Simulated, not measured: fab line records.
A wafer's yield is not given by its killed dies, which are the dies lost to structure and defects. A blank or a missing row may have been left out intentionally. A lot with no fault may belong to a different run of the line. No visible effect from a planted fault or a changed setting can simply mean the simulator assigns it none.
fab line records -- flow nandHarc
record lots=13, wafers=37, lastDay=25
route steps=1159 shown A_STAIRCASE@554 END@1159
lots that met no fault: from a run of the same line without faults
startH: hours from the record's opening day to when the first of the lot's shown wafers began -- waitH: hours since the lot's step before -- " the same as in the row above -- L1.1+2: a single row standing in for several wafers -- - either no value or no given start -- * or withheld: withheld -- < > ~ a bound
route shown NAME@n: a module of which the file shows steps, and the number in the route of the first -- usual: mean/standard deviation taken from wafers without a fault -- same: alike in all rows -- chamber/n: place in a boat -- sites: per-site readings -- _std_site: how widely they spread, as a standard deviation -- _edge_site: inner sites' mean taken away from outer sites' mean -- radiusMm: for every site, how far away it sits from the centre of the wafer -- mask NAME#n: copy n -- behind: the last tool/chamber to shape the wafer -- hold: reason for holding the lot/hours on hold/outcome of the hold -- device: whichever transistor did not switch (one of n, p or np) -- end of line: tests of these same wafers at the route's end -- a step with no rows: only its recipe -- killed: not the wafer's yield, but the dies lost to structure and defects at the first sort -- map: dies across one wafer; x = killed, . = not, _ = none there
set.NAME: the setting as run; set.NAME@STEP: as run at that earlier step -- model.NAME: the simulator's own value behind a step, which no gauge read
steps of the route over a sample of lots; a table a step, a row a wafer
services: the hour from which a tool's chamber was out of use, counted from the record's first day as startH (under 0 if before that day), plus the number of hours and why
## steps
# step NHARC_A_STAIRCASE_TRIM_18
# recipe timeS=211.2, o2FlowSccm=500, arFlowSccm=0, biasW=0, chemistry=O2
# usual drypumpMotorCurrentA=5.8/0.47, o2FlowSccm=499.9/1.6, oesProductAu=1.004/0.014, rfVppV=57.5/0.94, showerheadPlenumPTorr=3.43/0.13, throttleValvePct=17.037/0.0097
lot.wafer,tool,chamber,startH,waitH,drypumpMotorCurrentA,o2FlowSccm,oesProductAu,rfHoursCounterH,rfVppV,showerheadPlenumPTorr,throttleValvePct
L926.2,rieDiel-08,1,-,-,6.0,500.7,1.029,35,56.7,3.34,17.045
L926.6,rieDiel-08,3,-,-,5.3,499.0,1.018,-,57.6,3.31,17.051
L926.4,rieDiel-08,1,-,-,6.0,497.6,1.027,-,57.7,3.34,17.033
L929.3,rieDiel-08,3,-,-,5.3,500.0,1.023,45,57.7,3.30,17.040
L929.5,rieDiel-08,3,-,-,5.3,499.3,1.017,-,57.2,3.30,17.031
L929.6,rieDiel-08,0,-,-,5.4,499.7,1.014,-,55.7,3.39,17.044
L931.1,rieDiel-05,1,-,-,6.5,500.1,1.007,35,56.4,3.71,17.035
L931.2,rieDiel-05,0,-,-,5.4,500.2,0.982,32,56.1,3.39,17.041
L931.5,rieDiel-05,2,-,-,6.1,503.1,1.012,-,57.5,3.45,17.036
L932.1,rieDiel-05,0,-,-,5.4,497.4,0.986,40,57.8,3.39,17.024
L932.2,rieDiel-05,1,-,-,6.6,496.8,1.002,41,57.6,3.71,17.032
L932.3,rieDiel-05,3,-,-,5.7,498.4,0.999,35,58.7,3.42,17.046
L933.1,rieDiel-08,1,-,-,6.0,498.2,1.019,58,56.4,3.33,17.039
L933.4,rieDiel-08,2,-,-,5.0,499.2,0.999,56,56.9,3.36,17.030
L933.5,rieDiel-08,3,-,-,5.3,499.4,1.023,-,56.8,3.30,17.027
L935.2,rieDiel-05,2,-,-,6.1,498.4,1.005,44,57.3,3.44,17.032
L935.3,rieDiel-05,3,-,-,5.8,499.4,1.005,37,55.6,3.42,17.033
L936.2,rieDiel-05,1,-,-,6.5,499.7,1.005,48,59.1,3.70,17.042
L936.1,rieDiel-05,3,-,-,5.8,500.9,1.006,40,58.8,3.41,17.045
L936.6,rieDiel-05,0,-,-,5.4,498.6,0.992,-,58.5,3.39,17.021
L937.1,rieDiel-05,1,-,-,6.5,497.1,1.010,49,59.2,3.70,17.039
L937.2,rieDiel-05,2,-,-,6.1,501.5,1.011,48,57.2,3.44,17.042
L944.3,rieDiel-08,1,-,-,6.0,502.5,1.021,12,56.7,3.32,17.023
L944.5,rieDiel-08,2,-,-,5.0,499.3,1.003,-,57.6,3.35,17.035
L944.6,rieDiel-08,3,-,-,5.3,501.3,1.014,-,56.8,3.29,17.049
L946.3,rieDiel-13,1,-,-,6.0,499.2,0.993,26,57.9,3.43,17.025
L946.2,rieDiel-13,3,-,-,6.2,499.9,1.002,25,58.9,3.76,17.023
L946.5,rieDiel-13,1,-,-,5.9,496.6,0.993,-,58.1,3.43,17.046
L947.3,rieDiel-05,0,-,-,5.4,500.0,1.000,8,57.1,3.37,17.039
L947.1,rieDiel-05,1,-,-,6.5,499.3,1.024,8,58.2,3.69,17.040
L947.5,rieDiel-05,1,-,-,6.5,500.1,1.020,-,58.5,3.69,17.045
L949.1,rieDiel-05,3,-,-,5.8,501.0,0.991,3,57.8,3.40,17.039
L949.5,rieDiel-05,2,-,-,6.1,500.1,1.013,-,57.7,3.43,17.023
L949.6,rieDiel-05,3,-,-,5.8,501.3,0.992,-,54.8,3.40,17.039
L948.3,rieDiel-08,0,-,-,5.4,501.1,1.001,20,56.3,3.36,17.064
L948.6,rieDiel-08,0,-,-,5.4,498.2,0.994,-,58.5,3.36,17.030
L948.5,rieDiel-08,1,-,-,6.0,501.6,1.006,-,57.3,3.31,17.034
# step NHARC_A_STAIRCASE_ETCH_19
# recipe targetDepthA=1000, timeS=40.5, ionEnergyEv=400, c4f8FlowSccm=20, o2FlowSccm=10, arFlowSccm=withheld, rfW=600, biasW=1000, chemistry=C4F8/O2
# usual oesProductAu=0.945/0.014, rfVppV=892/4.8
lot.wafer,tool,chamber,startH,waitH,oesProductAu,rfHoursCounterH,rfVppV
L926.2,rieDiel-08,1,234.09,-,0.967,35,891
L926.6,rieDiel-08,3,234.09,-,0.974,-,888
L926.4,rieDiel-08,1,234.09,-,0.972,-,890
L929.3,rieDiel-08,1,255.22,-,0.971,44,890
L929.5,rieDiel-08,3,255.22,-,0.966,-,888
L929.6,rieDiel-08,0,255.22,-,0.952,-,890
L931.2,rieDiel-05,3,262.33,-,0.925,27,893
L931.1,rieDiel-05,1,262.33,-,0.949,35,904
L931.5,rieDiel-05,3,262.33,-,0.941,-,892
L932.1,rieDiel-05,3,282.95,-,0.934,35,890
L932.3,rieDiel-05,0,282.95,-,0.917,41,892
L932.2,rieDiel-05,1,282.95,-,0.931,42,902
L933.4,rieDiel-08,0,283.83,-,0.948,56,890
L933.1,rieDiel-08,1,283.83,-,0.950,58,888
L933.5,rieDiel-08,2,283.83,-,0.936,-,888
L935.3,rieDiel-05,3,287.57,-,0.949,37,893
L935.2,rieDiel-05,1,287.57,-,0.754,44,903
L936.1,rieDiel-05,0,294.06,-,0.927,47,891
L936.2,rieDiel-05,1,294.06,-,0.766,48,901
L936.6,rieDiel-05,2,294.06,-,0.961,-,893
L937.2,rieDiel-05,1,297.29,-,0.766,49,901
L937.1,rieDiel-05,2,297.29,-,0.941,48,893
L944.3,rieDiel-08,2,343.82,-,0.924,12,891
L944.5,rieDiel-08,1,343.82,-,0.954,-,886
L944.6,rieDiel-08,2,343.82,-,0.920,-,890
L946.3,rieDiel-13,0,349.23,-,0.957,24,890
L946.2,rieDiel-13,2,349.23,-,0.916,27,894
L946.5,rieDiel-13,0,349.23,-,0.945,-,888
L947.1,rieDiel-05,0,369.95,-,0.929,8,891
L947.3,rieDiel-05,1,369.95,-,0.942,8,903
L947.5,rieDiel-05,2,369.95,-,0.946,-,893
L949.1,rieDiel-05,0,371.05,-,0.933,8,891
L949.5,rieDiel-05,1,371.05,-,0.960,-,901
L949.6,rieDiel-05,2,371.05,-,0.948,-,893
L948.3,rieDiel-08,1,375.39,-,0.962,24,888
L948.6,rieDiel-08,3,375.39,-,0.979,-,887
L948.5,rieDiel-08,0,375.39,-,0.947,-,891
# step NHARC_A_STAIRCASE_TRIM_24
# recipe timeS=211.2, o2FlowSccm=500, arFlowSccm=0, biasW=0, chemistry=O2
# usual drypumpMotorCurrentA=5.8/0.48, o2FlowSccm=499.8/1.3, oesProductAu=0.999/0.013, rfVppV=57.6/0.89, showerheadPlenumPTorr=3.46/0.14, throttleValvePct=17.038/0.0084
lot.wafer,tool,chamber,startH,waitH,drypumpMotorCurrentA,o2FlowSccm,oesProductAu,rfHoursCounterH,rfVppV,showerheadPlenumPTorr,throttleValvePct
L926.2,rieDiel-13,0,-,-,6.2,499.0,1.005,44,57.2,3.36,17.048
L926.4,rieDiel-13,2,-,-,5.0,502.2,0.994,41,56.9,3.48,17.032
L926.6,rieDiel-13,0,-,-,6.2,501.1,1.014,-,59.3,3.36,17.032
L929.3,rieDiel-05,2,-,-,6.1,497.8,1.020,34,56.6,3.45,17.041
L929.6,rieDiel-05,0,-,-,5.4,501.1,0.986,-,58.0,3.39,17.038
L929.5,rieDiel-05,1,-,-,6.5,500.2,1.006,-,56.9,3.71,17.023
L931.1,rieDiel-13,1,-,-,6.0,500.1,0.993,52,57.3,3.45,17.040
L931.2,rieDiel-13,3,-,-,6.2,502.1,0.975,52,58.9,3.78,17.037
L931.5,rieDiel-13,2,-,-,5.0,499.6,1.000,-,57.5,3.47,17.038
L932.1,rieDiel-05,2,-,-,6.1,501.1,1.010,43,58.8,3.45,17.025
L932.3,rieDiel-05,0,-,-,5.4,499.7,0.989,41,58.3,3.39,17.039
L932.2,rieDiel-05,1,-,-,6.5,500.1,1.006,42,58.3,3.71,17.048
L933.4,rieDiel-05,3,-,-,5.8,498.0,1.011,36,58.1,3.42,17.038
L933.1,rieDiel-05,1,-,-,6.5,497.2,1.013,43,56.8,3.70,17.036
L933.5,rieDiel-05,0,-,-,5.4,501.2,0.992,-,57.3,3.39,17.042
L935.2,rieDiel-13,2,-,-,5.0,500.5,0.983,1,57.3,3.47,17.032
L935.3,rieDiel-13,1,-,-,6.0,499.8,0.977,1,58.3,3.45,17.039
L936.1,rieDiel-05,2,-,-,6.1,500.5,0.998,47,58.0,3.44,17.057
L936.2,rieDiel-05,0,-,-,5.4,497.9,0.988,47,57.0,3.39,17.028
L936.6,rieDiel-05,1,-,-,6.5,501.0,1.001,-,58.0,3.70,17.031
L937.2,rieDiel-08,3,-,-,5.4,497.4,1.013,60,57.1,3.29,17.035
L937.1,rieDiel-08,0,-,-,5.4,500.4,1.011,62,59.0,3.38,17.047
L944.3,rieDiel-13,0,-,-,6.2,498.2,1.005,22,56.7,3.34,17.033
L944.6,rieDiel-13,1,-,-,6.0,499.6,0.999,-,58.5,3.43,17.026
L944.5,rieDiel-13,2,-,-,5.0,498.8,0.972,-,58.5,3.45,17.029
L946.2,rieDiel-08,0,-,-,5.4,502.2,0.997,11,56.4,3.37,17.040
L946.3,rieDiel-08,1,-,-,6.0,497.8,1.016,14,56.9,3.31,17.035
L946.5,rieDiel-08,2,-,-,5.0,499.8,0.983,-,57.7,3.35,17.039
L947.1,rieDiel-13,2,-,-,5.0,501.4,0.970,36,57.2,3.45,17.044
L947.3,rieDiel-13,3,-,-,6.1,497.5,0.994,34,57.3,3.75,17.021
L947.5,rieDiel-13,3,-,-,6.2,497.5,0.986,-,57.4,3.75,17.040
L949.1,rieDiel-13,2,-,-,5.0,501.2,0.986,37,57.7,3.45,17.054
L949.6,rieDiel-13,0,-,-,6.2,497.7,1.004,-,57.1,3.34,17.033
L949.5,rieDiel-13,1,-,-,6.0,498.7,0.992,-,57.1,3.43,17.050
L948.3,rieDiel-13,1,-,-,6.0,498.6,0.987,37,57.2,3.43,17.045
L948.5,rieDiel-13,2,-,-,5.0,500.5,0.977,-,57.5,3.45,17.048
L948.6,rieDiel-13,3,-,-,6.2,498.5,0.999,-,58.6,3.75,17.041
# step NHARC_A_STAIRCASE_ETCH_25
# recipe targetDepthA=1000, timeS=40.5, ionEnergyEv=400, c4f8FlowSccm=20, o2FlowSccm=10, arFlowSccm=withheld, rfW=600, biasW=1000, chemistry=C4F8/O2
# usual oesProductAu=0.943/0.014, rfVppV=893/5.3
lot.wafer,tool,chamber,startH,waitH,oesProductAu,rfHoursCounterH,rfVppV
L926.2,rieDiel-13,2,-,-,0.940,41,893
L926.4,rieDiel-13,1,-,-,0.937,42,894
L926.6,rieDiel-13,2,-,-,0.937,-,894
L929.3,rieDiel-05,3,-,-,0.941,25,893
L929.6,rieDiel-05,3,-,-,0.943,-,894
L929.5,rieDiel-05,0,-,-,0.922,-,890
L931.2,rieDiel-13,0,-,-,0.941,53,890
L931.1,rieDiel-13,2,-,-,0.946,51,893
L931.5,rieDiel-13,1,-,-,0.944,-,895
L932.1,rieDiel-05,2,-,-,0.951,43,893
L932.2,rieDiel-05,0,-,-,0.921,41,889
L932.3,rieDiel-05,1,-,-,0.947,43,901
L933.1,rieDiel-05,2,-,-,0.944,43,892
L933.4,rieDiel-05,3,-,-,0.946,36,892
L933.5,rieDiel-05,0,-,-,0.937,-,891
L935.3,rieDiel-13,0,-,-,0.974,1,890
L935.2,rieDiel-13,1,-,-,0.923,1,893
L936.2,rieDiel-05,2,-,-,0.958,47,892
L936.1,rieDiel-05,3,-,-,0.947,40,892
L936.6,rieDiel-05,3,-,-,0.942,-,891
L937.2,rieDiel-08,3,-,-,0.968,60,888
L937.1,rieDiel-08,0,-,-,0.954,62,890
L944.3,rieDiel-13,1,-,-,0.909,23,893
L944.6,rieDiel-13,3,-,-,0.945,-,905
L944.5,rieDiel-13,0,-,-,0.950,-,889
L946.3,rieDiel-08,2,-,-,0.929,14,890
L946.2,rieDiel-08,3,-,-,0.957,15,886
L946.5,rieDiel-08,2,-,-,0.930,-,887
L947.3,rieDiel-13,2,-,-,0.915,36,894
L947.1,rieDiel-13,3,-,-,0.927,34,905
L947.5,rieDiel-13,3,-,-,0.922,-,904
L949.1,rieDiel-13,1,-,-,0.924,36,892
L949.5,rieDiel-13,2,-,-,0.932,-,894
L949.6,rieDiel-13,3,-,-,0.955,-,904
L948.3,rieDiel-13,1,-,-,0.920,37,891
L948.5,rieDiel-13,1,-,-,0.920,-,893
L948.6,rieDiel-13,2,-,-,0.917,-,893
# step NHARC_END_SORT_01
# recipe tempC=25
# usual killedAtArray=27/11, killedAtOther=0.7/1.1, killedAtPeriphery=3.6/2.4, killedDies=32/11, killedOpen=3.3/1.8, killedShort=2.1/1.5
# same grossDies=677
lot.wafer,tool,chamber,startH,waitH,killedAtArray,killedAtOther,killedAtPeriphery,killedDies,killedOpen,killedShort
L936.1,prober-02,0,502.12,2.5,33,1,3,37,6,3
L936.2,prober-02,0,502.92,2.8,672,0,5,677,5,1
L936.6,prober-02,0,506.11,4.0,26,0,4,30,4,2
# killed by level:class
L936.1 A_SLIT:chamberFilmFlake=10 A_CONTACT:chamberFilmFlake=6 A_CHANNEL_HOLE_D1:chamberFilmFlake=5 A_M0:geometricParticle:open=3 P_ZERO_WELL:chamberFilmFlake=2 A_STAIRCASE:chamberFilmFlake=2 A_WL_FILL:chamberFilmFlake=2 P_CONTACT:geometricParticle:open=1
L936.2 A_STAIRCASE:areaEtch=633 A_SLIT:chamberFilmFlake=21 A_CHANNEL_HOLE_D1:chamberFilmFlake=5 P_ZERO_WELL:chamberFilmFlake=4 A_M0:geometricParticle:open=3 A_WL_FILL:chamberFilmFlake=3 A_CONTACT:chamberFilmFlake=3 A_SOURCE_PLATE:geometricParticle:open=1
L936.6 A_SLIT:chamberFilmFlake=10 A_CONTACT:chamberFilmFlake=9 P_ZERO_WELL:chamberFilmFlake=3 A_ONON_D1:geometricParticle:short=2 P_GATE:geometricParticle:open=1 A_SGD_CUT:geometricParticle:open=1 A_CONTACT:geometricParticle:open=1 A_M0:geometricParticle:open=1
## services
tool,chamber,startH,hours,kind
rieDiel-05,0,222.22,-,clean
rieDiel-05,1,222.22,-,clean
rieDiel-05,2,222.22,-,clean
rieDiel-05,3,222.22,-,clean
rieDiel-08,0,230.90,4.1,repair
rieDiel-05,0,246.78,-,clean
rieDiel-05,1,246.78,-,clean
rieDiel-05,2,246.78,-,clean
rieDiel-05,3,246.78,-,clean
rieDiel-08,2,253.28,3.2,repair
rieDiel-05,0,271.28,-,clean
rieDiel-05,1,271.28,-,clean
rieDiel-05,2,271.28,-,clean
rieDiel-05,3,271.28,-,clean
rieDiel-05,2,273.08,2.7,repair
rieDiel-13,-,276.04,9.0,pm
rieDiel-08,3,287.17,3.8,repair
rieDiel-05,0,295.78,-,clean
rieDiel-05,1,295.78,-,clean
rieDiel-05,2,295.78,-,clean
rieDiel-08,-,301.98,9.0,pm
rieDiel-08,0,328.04,12.9,repair
rieDiel-05,-,340.67,9.0,pm
rieDiel-05,3,358.94,11.9,repair
## key
firstSign step=NHARC_A_STAIRCASE_ETCH_19, reading=oesProductAu, direction=down, sigmas=13, usual=0.945, struck=0.762
effect step=NHARC_END_SORT_01, reading=killedAtArray, direction=up, sigmas=60, usual=27, struck=672
moreKillsBornAt NHARC_A_STAIRCASE_ETCH_19@rieDiel-05=633
metAt NHARC_A_STAIRCASE_ETCH_19
struckLots L935,L936,L937
struckWafers L935.2,L936.2,L937.2
laterRowsLeftOut L935.2,L936.2,L937.2
sortLeftOut L935.2,L937.2
testerLeftOut L935,L936,L937
notActingAt NHARC_A_STAIRCASE_TRIM_18,NHARC_A_STAIRCASE_TRIM_24,NHARC_A_STAIRCASE_ETCH_25
onsetBetween 282.95 287.57
fault kind=processParameterDrift, tool=rieDiel-05, chamber=-, onsetH=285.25, steps=NHARC_A_STAIRCASE_ETCH_19, channel=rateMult, offset=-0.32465, shape=step, endH=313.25, scope=struckWafersOnly
# testerLeftOut: of these lots the tester's yield and bins aren't shown, on N5 and GAA mostly nor the transistor test; their killed dies are dies lost to structure and defects alone, not to doping, threshold or leakage, so they don't give the yield
# sortLeftOut: the simulated sort isn't trusted on such a fault, so these wafers' sort isn't shown, and their yield isn't known
# laterRowsLeftOut: the simulator's readings of these wafers behind a module that went badly wrong aren't trusted and aren't shown, but for the sort
